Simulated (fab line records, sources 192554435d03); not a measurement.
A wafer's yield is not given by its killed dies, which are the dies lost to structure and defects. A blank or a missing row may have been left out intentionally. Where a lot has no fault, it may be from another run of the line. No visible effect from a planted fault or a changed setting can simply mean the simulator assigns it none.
fab line records + flow n5_finfet
record
- lots=5
- wafers=15
- last_day=17
route steps=1938 shown FIN_SAQP@90 FIN_CUT@165 BEOL_M4@1111 PASSIVATION@1936
lots with no fault: from the same line, run without faults
start_h: hours from the record's opening day to when the first of the lot's shown wafers began + wait_h: hours since the lot's step before + " same as the row above + L1.1+2: several wafers, shown together as one row + - no value, or no start given + * or withheld: withheld + < > ~ a bound
route shown NAME@n: a module of which the file shows steps, and the number in the route of the first + usual: mean/standard deviation taken from wafers without a fault + same: alike in all rows + chamber/n: place in a boat + sites: each site's reading + _std_site: standard deviation across them + _edge_site: outer sites' mean less inner sites' + radius_mm: for every site, how far away it sits from the centre of the wafer + mask NAME#n: copy n + behind: the last tool/chamber to shape the wafer + hold: reason for holding the lot/hours on hold/outcome of the hold + device: names the non-switching transistor (n, p or np) + end of line: the same wafers' tests at the end of the route + a step without rows: its recipe alone + killed: dies that structure and defects cost at the first sort, which is not the same as the wafer's yield + map: a wafer's dies, x killed, . not, _ none there
set.NAME: the setting that was run; set.NAME@STEP: the one run at that earlier step + model.NAME: the simulator's own value behind a step, which no gauge read
lots at some steps of the route; a table a step, a row a wafer
services: a tool's chamber out of use, with start hour (start_h, from the record's first day; less than 0 if before it), hours out, and reason
## steps
# step N5_FIN_SAQP_PRECLEAN_42
# recipe
- chemistry=O3/DIW
- time_s=60
- temp_c=22
- o3_ppm=10
# step N5_FIN_SAQP_PRECLEAN_00
# recipe
- chemistry=SC1
- time_s=60
- temp_c=55
- mix=1:2:50
# step N5_FIN_SAQP_PRECLEAN_44
# recipe
- chemistry=SC2
- time_s=45
- temp_c=35
- mix=1:1:50
# step N5_FIN_SAQP_SRD_01
# recipe
- dry=ipa_marangoni
- time_s=30
- temp_c=23
- rinse_liquid=diw
# step N5_FIN_SAQP_ALD_61
# recipe
- material=SiO2
- target_thk_a=40
- temp_c=300
- ald_precursor_family=BDEAS
- ald_co_reactant=O2-plasma
- pulse_time_s=1
- purge_time_s=2
- co_reactant_purge_time_s=2
- ald_cycles=43
- pressure_torr=2
# step N5_FIN_SAQP_DENSIFY_62
# recipe
- temp_c=700
- time_s=60
- ambient=N2
- idle_temp_c=600
- ramp_up_c_per_s=150
- ramp_down_c_per_s=60
- cool_to_c=600
# step N5_FIN_SAQP_HM_DEP_03
# recipe
- material=SiNx
- target_thk_a=380
- temp_c=400
- precursor=SiH4/NH3/N2
- pressure_torr=1.5
- rf_w=300
- time_s=33.6
# step N5_FIN_SAQP_PECVD_47
# recipe
- material=a-Si
- target_thk_a=450
- temp_c=400
- precursor=SiH4/He
- pressure_torr=3
- rf_w=100
- time_s=36.3
# step N5_FIN_SAQP_PECVD_48
# recipe
- material=SiNx
- target_thk_a=250
- temp_c=400
- precursor=SiH4/NH3/N2
- pressure_torr=1.5
- rf_w=300
- time_s=22.1
# step N5_FIN_SAQP_PECVD_06
# recipe
- material=a-Si
- target_thk_a=600
- temp_c=400
- precursor=SiH4/He
- pressure_torr=3
- rf_w=100
- time_s=48.1
# usual
- heater_power_w=841/63
- showerhead_plenum_p_Torr=5.69/0.054
- throttle_valve_pct=17.8/0.54
| lot.wafer | tool     | chamber | start_h | wait_h | heater_power_w | showerhead_plenum_p_Torr | throttle_valve_pct |
|-----------|----------|---------|---------|--------|----------------|--------------------------|--------------------|
| L828.1    | pecvd-02 | 1       | 69.03   | 0.0    | 850            | 5.66                     | 17.4               |
| L828.4    | "        | 1       | "       | "      | 836            | 5.65                     | 17.5               |
| L828.5    | "        | 2       | "       | "      | 903            | 5.66                     | 16.5               |
| L840.4    | pecvd-02 | 0       | 141.64  | 0.0    | 890            | 5.77                     | 18.0               |
| L840.5    | "        | 0       | "       | "      | 879            | 5.77                     | 18.1               |
| L840.6    | "        | 2       | "       | "      | 901            | 5.65                     | 16.7               |
| L841.1    | pecvd-02 | 2       | 147.73  | 0.0    | 931            | 5.66                     | 16.4               |
| L841.4    | "        | 0       | "       | "      | 855            | 5.76                     | 18.2               |
| L841.5    | "        | 2       | "       | "      | 953            | 5.66                     | 16.7               |
| L842.2    | pecvd-02 | 0       | 153.23  | 0.0    | 919            | 5.77                     | 18.3               |
| L842.4    | "        | 0       | "       | "      | 912            | 5.74                     | 18.1               |
| L842.6    | "        | 2       | "       | "      | 799            | 5.66                     | 16.6               |
| L843.1    | pecvd-03 | 2       | 159.81  | 0.0    | 693            | 5.64                     | 17.9               |
| L843.2    | "        | 0       | "       | "      | 810            | 5.77                     | 17.6               |
| L843.5    | "        | 2       | "       | "      | 705            | 5.63                     | 17.8               |
# step N5_FIN_SAQP_HM_DEP_72
# recipe
- material=SiO2
- target_thk_a=120
- temp_c=400
- precursor=SiH4/N2O
- pressure_torr=0.75
- rf_w=275
- time_s=7.2
# step N5_FIN_SAQP_COAT_49
# recipe
- resist=SOC
- temp_c=250
- time_s=60
- spin_rpm=1500
- resist_thk_nm=100
# step N5_FIN_SAQP_COAT_50
# recipe
- resist=SiARC
- temp_c=220
- time_s=60
- spin_rpm=1500
- resist_thk_nm=35
# step N5_FIN_SAQP_COAT_10
# recipe
- resist=CAR-ArF
- spin_rpm=1500
- resist_thk_nm=90
# step N5_FIN_SAQP_EBR_12
# recipe
- solvent=PGMEA
- ebr_width_mm=1.5
# step N5_FIN_SAQP_SOFTBAKE_11
# recipe
- temp_c=110
- time_s=60
- resist=CAR-ArF
# step N5_FIN_SAQP_EXPOSE_13
# recipe
- mask_id=FIN_CORE
- na=1.35
- source_shape=dipole
- sigma_inner=0.538
- sigma_outer=0.738
- polarization=te
- target_cd_nm=35.6
- dose_mj=63.25
# step N5_FIN_SAQP_PEB_14
# recipe
- peb_temp_c=withheld
- peb_time_s=60
- resist=CAR-ArF
# step N5_FIN_SAQP_DEVELOP_15
# recipe
- develop_time_s=30
- developer=TMAH
- resist=CAR-ArF
- dev_temp_c=23
- rinse_liquid=diw
- dry=air_spin
# step N5_FIN_SAQP_INSPECT_18
# recipe
- mode=adi
- inspect_instrument=brightfield
# usual
- raw_defect_count=427/110
| lot.wafer | tool              | chamber | start_h | wait_h | raw_defect_count |
|-----------|-------------------|---------|---------|--------|------------------|
| L828.1    | defect_inspect-01 | -       | 69.67   | 0.0    | 405              |
| L828.4    | "                 | -       | "       | "      | 313              |
| L828.5    | "                 | -       | "       | "      | 374              |
| L840.4    | defect_inspect-02 | -       | 142.28  | 0.0    | 330              |
| L840.5    | "                 | -       | "       | "      | 313              |
| L840.6    | "                 | -       | "       | "      | 933              |
| L841.1    | defect_inspect-02 | -       | 148.39  | 0.0    | 1157             |
| L841.4    | "                 | -       | "       | "      | 367              |
| L841.5    | "                 | -       | "       | "      | 1242             |
| L842.2    | defect_inspect-01 | -       | 153.87  | 0.0    | 442              |
| L842.4    | "                 | -       | "       | "      | 519              |
| L842.6    | "                 | -       | "       | "      | 1091             |
| L843.1    | defect_inspect-01 | -       | 160.47  | 0.0    | 398              |
| L843.2    | "                 | -       | "       | "      | 461              |
| L843.5    | "                 | -       | "       | "      | 665              |
# step N5_FIN_SAQP_DESCUM_21
# recipe
- chemistry=O2
- time_s=7.9
- source_power_w=50
- bias_power_w=20
- pressure_mtorr=20
- rf_frequency_hz=2.712e+07
- temp_c=40
- resist=CAR-ArF
- o2_flow_sccm=225
# step N5_FIN_SAQP_ETCH_51
# recipe
- chemistry=CF4
- target=SiARC
- target_depth_a=455
- mask_material=CAR-ArF
- time_s=75.8
- ion_energy_ev=80
- pressure_mtorr=40
- source_w=545
- bias_w=36
- Ar_flow_sccm=100
- cf4_flow_sccm=100
- ends=cleared
# step N5_FIN_SAQP_ETCH_52
# recipe
- chemistry=N2/H2
- target=SOC
- target_depth_a=1000
- overetch_a=200
- mask_material=SiARC
- temp_c=40
- time_s=150
- ion_energy_ev=200
- pressure_mtorr=30
- source_w=840
- bias_w=150
- n2_flow_sccm=200
- h2_flow_sccm=200
- ends=end_point
# step N5_FIN_SAQP_STRIP_53
# recipe
- chemistry=N2/H2
- temp_c=40
- n2_flow_sccm=200
- h2_flow_sccm=200
- rf_frequency_hz=6e+07
# step N5_FIN_SAQP_HM_OPEN_73
# recipe
- chemistry=CHF3/O2
- target=SiO2
- stop_on=a-Si
- target_depth_a=120
- over_etch_frac=1.8
- mask_material=SOC
- time_s=16.8
- pressure_mtorr=30
- source_w=650
- bias_w=170
- Ar_flow_sccm=200
- CHF3_flow_sccm=50
- O2_flow_sccm=5
- ion_energy_ev=200
- ends=end_point
# step N5_FIN_SAQP_STRIP_74
# recipe
- chemistry=CHF3/O2
- resist=SiARC
- rf_frequency_hz=6e+07
# step N5_FIN_SAQP_MANDREL_ETCH_22
# recipe
- target_depth_a=600
- chemistry=HBr/Cl2
- target=a-Si
- stop_on=SiNx
- bt_time_s=10
- over_etch_frac=0.5
- time_s=30
- pressure_mtorr=10
- icp_w=800
- bias_w=75
- HBr_flow_sccm=150
- Cl2_flow_sccm=80
- ends=end_point
# step N5_FIN_SAQP_STRIP_55
# recipe
- chemistry=N2/H2
- power_w=500
- temp_c=40
- pressure_mtorr=50
- rf_frequency_hz=6e+07
- overash_fraction=0.3
- bias_power_w=28
- h2_frac=0.5
- n2_flow_sccm=300
- h2_flow_sccm=300
# step N5_FIN_SAQP_STRIP_23
# recipe
- chemistry=SPM
- time_s=750
- temp_c=130
- h2so4_h2o2_vol_ratio=4
# step N5_FIN_SAQP_SRD_66
# recipe
- dry=ipa_marangoni
- time_s=30
- temp_c=23
- rinse_liquid=diw
# step N5_FIN_SAQP_RECESS_75
# recipe
- chemistry=HF/NH3
- target=SiO2
- target_depth_a=144
- afs_cycles=3
- temp_c=30
- sublimation_temp_c=180
- sublimation_time_s=60
# step N5_FIN_SAQP_SPACER1_ALD_24
# recipe
- material=SiO2
- target_thk_a=203
- temp_c=300
- ald_precursor_family=BDEAS
- ald_co_reactant=O2-plasma
- pulse_time_s=1
- purge_time_s=2
- co_reactant_purge_time_s=2
- ald_cycles=218
- pressure_torr=2
# step N5_FIN_SAQP_SPACER1_ETCHBACK_25
# recipe
- chemistry=CHF3/O2
- mode=anisotropic_etchback
- target=SiO2
- target_depth_a=244
- time_s=12.2
- pressure_mtorr=30
- source_w=650
- bias_w=170
- Ar_flow_sccm=200
- CHF3_flow_sccm=50
- O2_flow_sccm=5
- ion_energy_ev=200
# step N5_FIN_SAQP_MANDREL1_REMOVE_56
# recipe
- chemistry=HBr/Cl2/O2
- bt_time_s=10
- target=a-Si
- stop_on=SiNx
- endpoint=OES-SiCl
- over_etch_frac=1
- icp_w=600
- bias_w=22
- HBr_flow_sccm=150
- Cl2_flow_sccm=80
- O2_flow_sccm=5
- pressure_mtorr=10
# step N5_FIN_SAQP_ETCH_57
# recipe
- chemistry=CH3F/O2
- target=SiNx
- mask_material=SiO2
- target_depth_a=325
- time_s=46.4
- pressure_mtorr=30
- source_w=395
- bias_w=73
- Ar_flow_sccm=150
- CH3F_flow_sccm=30
- O2_flow_sccm=20
- ion_energy_ev=120
- ends=cleared
# step N5_FIN_SAQP_INSPECT_40
# recipe
- inspect_instrument=brightfield
- mode=aei
# usual
- raw_defect_count=232/67
| lot.wafer | tool              | chamber | start_h | wait_h | raw_defect_count |
|-----------|-------------------|---------|---------|--------|------------------|
| L828.1    | defect_inspect-02 | -       | 73.89   | 0.0    | 272              |
| L828.4    | "                 | -       | "       | "      | 345              |
| L828.5    | "                 | -       | "       | "      | 389              |
| L840.4    | defect_inspect-02 | -       | 146.97  | 0.0    | 260              |
| L840.5    | "                 | -       | "       | "      | 217              |
| L840.6    | "                 | -       | "       | "      | 859              |
| L841.1    | defect_inspect-01 | -       | 153.30  | 0.0    | 866              |
| L841.4    | "                 | -       | "       | "      | 159              |
| L841.5    | "                 | -       | "       | "      | 826              |
| L842.2    | defect_inspect-02 | -       | 158.44  | 0.0    | 176              |
| L842.4    | "                 | -       | "       | "      | 148              |
| L842.6    | "                 | -       | "       | "      | 876              |
| L843.1    | defect_inspect-01 | -       | 164.80  | 0.0    | 151              |
| L843.2    | "                 | -       | "       | "      | 214              |
| L843.5    | "                 | -       | "       | "      | 232              |
# step N5_FIN_CUT_INSPECT_10
# recipe
- mode=adi
- inspect_instrument=brightfield
# usual
- raw_defect_count=42/12
| lot.wafer | tool              | chamber | start_h | wait_h | raw_defect_count |
|-----------|-------------------|---------|---------|--------|------------------|
| L828.1    | defect_inspect-01 | -       | 74.28   | 0.1    | 43               |
| L828.4    | "                 | -       | "       | "      | 55               |
| L828.5    | "                 | -       | "       | "      | 67               |
| L840.4    | defect_inspect-01 | -       | 147.36  | 0.0    | 52               |
| L840.5    | "                 | -       | "       | "      | 44               |
| L840.6    | "                 | -       | "       | "      | 695              |
| L841.1    | defect_inspect-02 | -       | 153.70  | 0.1    | 718              |
| L841.4    | "                 | -       | "       | "      | 43               |
| L841.5    | "                 | -       | "       | "      | 726              |
| L842.2    | defect_inspect-02 | -       | 158.96  | 0.0    | 37               |
| L842.4    | "                 | -       | "       | "      | 23               |
| L842.6    | "                 | -       | "       | "      | 697              |
| L843.1    | defect_inspect-01 | -       | 165.31  | 0.1    | 27               |
| L843.2    | "                 | -       | "       | "      | 42               |
| L843.5    | "                 | -       | "       | "      | 47               |
# step N5_FIN_CUT_INSPECT_17
# recipe
- inspect_instrument=brightfield
- mode=aei
# usual
- raw_defect_count=233/68
| lot.wafer | tool              | chamber | start_h | wait_h | raw_defect_count |
|-----------|-------------------|---------|---------|--------|------------------|
| L828.1    | defect_inspect-02 | -       | 75.23   | 0.0    | 297              |
| L828.4    | "                 | -       | "       | "      | 333              |
| L828.5    | "                 | -       | "       | "      | 391              |
| L840.4    | defect_inspect-01 | -       | 148.32  | 0.0    | 245              |
| L840.5    | "                 | -       | "       | "      | 189              |
| L840.6    | "                 | -       | "       | "      | 838              |
| L841.1    | defect_inspect-01 | -       | 154.86  | 0.0    | 856              |
| L841.4    | "                 | -       | "       | "      | 179              |
| L841.5    | "                 | -       | "       | "      | 838              |
| L842.2    | defect_inspect-02 | -       | 159.91  | 0.0    | 173              |
| L842.4    | "                 | -       | "       | "      | 139              |
| L842.6    | "                 | -       | "       | "      | 873              |
| L843.1    | defect_inspect-01 | -       | 166.46  | 0.0    | 134              |
| L843.2    | "                 | -       | "       | "      | 214              |
| L843.5    | "                 | -       | "       | "      | 231              |
# step N5_BEOL_M4_RC_MEAS_101
# usual
- DIBL_N=36.4/1.5
- DIBL_P=36.4/1.6
- IOFF_N=0.164/0.025
- IOFF_P=0.214/0.028
- ION_N=675/9.9
- ION_P=463/6.5
- SS_N=71.5/0.5
- SS_P=73.3/0.56
- VT_N=249.2/2.7
- VT_P=-250.1/2.8
| lot.wafer | tool      | chamber | start_h | wait_h | DIBL_N[mV/V] | DIBL_P[mV/V] | IOFF_N[nA/um] | IOFF_P[nA/um] | ION_N[uA/um] | ION_P[uA/um] | SS_N[mV/dec] | SS_P[mV/dec] | VT_N[mV] | VT_P[mV] |
|-----------|-----------|---------|---------|--------|--------------|--------------|---------------|---------------|--------------|--------------|--------------|--------------|----------|----------|
| L828.1    | prober-01 | 0       | 213.64  | 0.0    | 35.2         | 37.3         | 0.144         | 0.237         | 664          | 468          | 71.5         | 73.5         | 250.2    | -246.9   |
| L828.4    | "         | 0       | "       | "      | 36.0         | 38.1         | 0.162         | 0.242         | 670          | 468          | 71.5         | 73.6         | 249.0    | -245.3   |
| L828.5    | "         | 0       | "       | "      | 34.1         | 35.8         | 0.127         | 0.208         | 657          | 460          | 71.7         | 73.1         | 253.1    | -248.0   |
| L840.4    | prober-01 | 0       | 288.85  | 0.5    | 37.7         | 38.5         | 0.173         | 0.220         | 674          | 457          | 71.6         | 72.8         | 248.1    | -249.5   |
| L840.5    | "         | 0       | "       | "      | 38.9         | 40.0         | 0.199         | 0.253         | 690          | 472          | 71.5         | 73.3         | 244.8    | -247.3   |
| L840.6    | "         | 0       | "       | "      | 35.5         | 35.8         | 0.135         | 0.190         | 659          | 454          | 71.6         | 72.4         | 253.0    | -248.5   |
| L841.1    | prober-02 | 0       | 291.48  | 0.0    | 35.6         | 35.2         | 0.155         | 0.181         | 667          | 458          | 72.2         | 73.3         | 249.0    | -252.2   |
| L841.4    | "         | 0       | "       | "      | 35.3         | 35.7         | 0.161         | 0.185         | 686          | 469          | 71.6         | 72.5         | 249.0    | -252.1   |
| L841.5    | "         | 0       | "       | "      | 33.9         | 32.8         | 0.131         | 0.148         | 667          | 453          | 71.3         | 72.8         | 250.3    | -256.1   |
| L843.1    | prober-02 | 0       | 303.08  | 0.0    | 37.1         | 35.9         | 0.165         | 0.203         | 675          | 460          | 71.3         | 73.4         | 249.8    | -249.2   |
| L843.2    | "         | 0       | "       | "      | 38.6         | 37.3         | 0.201         | 0.237         | 685          | 466          | 71.6         | 74.3         | 247.9    | -247.4   |
| L843.5    | "         | 0       | "       | "      | 36.7         | 35.5         | 0.166         | 0.198         | 673          | 454          | 71.4         | 73.5         | 246.7    | -250.3   |
| L842.2    | prober-02 | 0       | 304.17  | 0.8    | 37.1         | 37.6         | 0.163         | 0.228         | 663          | 461          | 71.3         | 73.1         | 248.3    | -248.4   |
| L842.4    | "         | 0       | "       | "      | 37.7         | 39.5         | 0.195         | 0.269         | 686          | 470          | 71.9         | 74.1         | 247.5    | -247.2   |
| L842.6    | "         | 0       | "       | "      | 34.9         | 35.4         | 0.131         | 0.190         | 678          | 465          | 71.3         | 72.3         | 251.5    | -250.0   |
# step N5_PASSIVATION_PROBE_49
# usual
- defect_limited_yield=91.1/1.4
- killed_at_M0_to_M3=35/8.7
- killed_at_M4_up=14/5.3
- killed_at_contacts=12/6.2
- killed_at_front_end=41/12
- killed_at_other=3.4/2.6
- killed_dies=105/16
- killed_on_rim=14/3.8
- killed_open=67/13
- killed_short=36/7.3
- sort_bin_5_function=5.2/0.96
- sort_bin_6_memory=3.3/0.6
- sort_n_pass=1075/16
- sort_yield_pct=91.1/1.4
# same
- gross_dies=1180
- killed_at_back_side=0
- sort_bin_4_leakage[%]=0
- sort_bin_8_speed[%]=0
| lot.wafer | tool      | chamber | start_h | wait_h | defect_limited_yield[%] | killed_at_M0_to_M3 | killed_at_M4_up | killed_at_contacts | killed_at_front_end | killed_at_other | killed_dies | killed_on_rim | killed_open | killed_short | sort_bin_5_function[%] | sort_bin_6_memory[%] | sort_n_pass | sort_yield_pct[%] |
|-----------|-----------|---------|---------|--------|-------------------------|--------------------|-----------------|--------------------|---------------------|-----------------|-------------|---------------|-------------|--------------|------------------------|----------------------|-------------|-------------------|
| L840.6    | prober-01 | -       | 398.39  | 0.3    | 83.9                    | 38                 | 13              | 18                 | 117                 | 4               | 190         | 37            | 84          | 42           | 9.4                    | 4.8                  | 990         | 83.9              |
| L841.1    | prober-01 | -       | 402.36  | 0.0    | 87.0                    | 25                 | 6               | 13                 | 105                 | 4               | 153         | 18            | 55          | 28           | 8.0                    | 3.1                  | 1027        | 87.0              |
| L841.5    | prober-01 | -       | 402.56  | 0.2    | 86.2                    | 42                 | 8               | 11                 | 93                  | 9               | 163         | 30            | 54          | 37           | 7.4                    | 3.7                  | 1017        | 86.2              |
| L842.6    | prober-02 | -       | 413.85  | 0.3    | 88.0                    | 32                 | 10              | 6                  | 93                  | 1               | 142         | 22            | 48          | 26           | 7.6                    | 2.4                  | 1038        | 88.0              |
# killed by level:class
L840.6 FIN_SAQP:unspecified=63 STI_FIN_REVEAL:geometric_particle:open=15 MOL_CONTACT_COAG:geometric_particle:open=13 BEOL_M3:geometric_particle:open=11 BEOL_M0_SAQP:geometric_particle:short=9 FIN_SAQP:geometric_particle:open=8 DUMMY_GATE:geometric_particle:open=7 BEOL_M1:geometric_particle:open=7
L841.1 FIN_SAQP:unspecified=70 MOL_CONTACT_COAG:geometric_particle:open=10 FIN_SAQP:geometric_particle:open=8 BEOL_M0_SAQP:geometric_particle:open=8 STI_FIN_REVEAL:geometric_particle:open=7 STARTING-WAFER:geometric_particle:short=6 BEOL_M0_SAQP:geometric_particle:short=5 BEOL_M3:geometric_particle:open=4
L841.5 FIN_SAQP:unspecified=69 BEOL_M0_SAQP:geometric_particle:short=14 BEOL_M2:geometric_particle:open=10 MOL_CONTACT_COAG:geometric_particle:open=9 BEOL_M0_SAQP:geometric_particle:open=8 BEOL_M3:geometric_particle:open=5 STI_FIN_REVEAL:geometric_particle:open=4 STARTING-WAFER:geometric_particle:short=4
L842.6 FIN_SAQP:unspecified=68 BEOL_M0_SAQP:geometric_particle:short=11 BEOL_M0_SAQP:geometric_particle:open=9 STI_FIN_REVEAL:geometric_particle:open=8 MOL_CONTACT_COAG:geometric_particle:open=6 BEOL_M1:geometric_particle:open=5 FIN_SAQP:geometric_particle:open=4 DUMMY_GATE:geometric_particle:open=4
# map L840.6 (x killed, . not)
_________________..x.........________________
______________xx...........x...._____________
___________....x.....x.............__________
__________.........................._________
________................x............._______
_______..x.......x......x..............______
______.x............xx.x.x.............._____
_____........x.....x..x..................____
____.x...........x.x........xx..xx....x..x___
___....x.........x......x.x.......x......xx__
___.....x.x........x........x.............x__
__.x.xx....x.......x...................x.xxx_
__................x........x....x..x...xxxxx_
_.....x..........x.....................xxxxxx
_............x........x..x.x..........xxxxxxx
_...x.......x....x.x..x..xx..xx......xxxxxxxx
_...............x.x.....x.x............xxxxxx
_.........x....xxx...................xxxxxxxx
_...x.....................x............xxxxxx
_.........x........x................x..xxxxxx
_x................x.........x..x.....x.x.xxxx
__..x.................x.....x.......x...x.xx_
__....................x....................x_
___......x.....x.....x..................x..__
___................xx..xx..x..x........x..x__
____...............x...............x.....x___
_____...........xx..x.................x..____
______.............x.x.....xxx.........x_____
_______..................x.............______
________.xx.........xx................_______
__________...........x...........x.._________
___________...........x.........x..__________
______________...x.............._____________
_________________.xx.....x..x________________
# map L841.5 (x killed, . not)
_________________.........xx.________________
______________..............x..._____________
___________........x...x..x........__________
__________.x....x......x.......xxx.._________
________.............x..............x._______
_______..xx...........x..x.............______
______.............x............xxx....._____
_____....x...............x....x..........____
____......................................___
___..x.......x...........x..x..............__
___x..........x..........x.........x.....xx__
__.................x..........x.....x...xxxx_
__.....x....x.......................x.xxxxxx_
_........x.......x................x.....xxxxx
_.........x...................x......xxxxxxxx
_x................x....x.............xxxxxxxx
_.x......x...x..x.....x........x.....x.xxxxxx
_.................x....x..........x...xxxxxxx
_.....x..............x....x.x..........xxxxxx
_........x............................xxxxxxx
_.............x......xx...........x.x..x.x.xx
__..xx.....x....xx................x......xxx_
__.........................................._
___..x.............x...............x....xx.__
___x.............................x......xx.__
____.................x....................___
_____....................................____
______..............x.............x....._____
_______....x...........................______
________.............................x_______
__________.x..........x....x........_________
___________...................x....__________
______________..x.....x..x....x._____________
_________________...x....x...________________
## services
| tool     | chamber | start_h | hours | kind           |
|----------|---------|---------|-------|----------------|
| pecvd-02 | 0       | 46.77   | 6.9   | repair         |
| pecvd-03 | 0       | 50.68   | 16.5  | scheduled_down |
| pecvd-02 | -       | 77.80   | 1.1   | repair         |
| pecvd-03 | 0       | 103.26  | 4.4   | repair         |
| pecvd-03 | 0       | 108.42  | 2.1   | scheduled_down |
| pecvd-03 | 1       | 109.45  | 10.3  | repair         |
| pecvd-02 | 1       | 130.79  | 14.1  | repair         |
| pecvd-03 | -       | 158.28  | 0.6   | repair         |
| pecvd-02 | 0       | 159.04  | 18.5  | repair         |
## key
first_sign
- step=N5_FIN_SAQP_INSPECT_18
- reading=raw_defect_count
- direction=up
- sigmas=6.1
- usual=427
- struck=1106
effect
- step=N5_FIN_SAQP_INSPECT_40
- reading=raw_defect_count
- direction=up
- sigmas=9.3
- usual=232
- struck=857
effect
- step=N5_FIN_CUT_INSPECT_10
- reading=raw_defect_count
- direction=up
- sigmas=57
- usual=42
- struck=709
effect
- step=N5_FIN_CUT_INSPECT_17
- reading=raw_defect_count
- direction=up
- sigmas=9.1
- usual=233
- struck=851
effect
- step=N5_PASSIVATION_PROBE_49
- reading=killed_at_front_end
- direction=up
- sigmas=5.1
- usual=41
- struck=102
more_kills_born_at
- N5_FIN_SAQP_PECVD_06@pecvd-02=270
met_at N5_FIN_SAQP_PECVD_06
struck_wafers L840.6,L841.1,L841.5,L842.6
onset_between 69.03 141.64
fault
- kind=chamber_particle_source
- tool=pecvd-02
- chamber=2
- onset_h=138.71
- steps=N5_FIN_SAQP_PECVD_06
- rate_per_visit_cm2=1.0439
- end_h=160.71
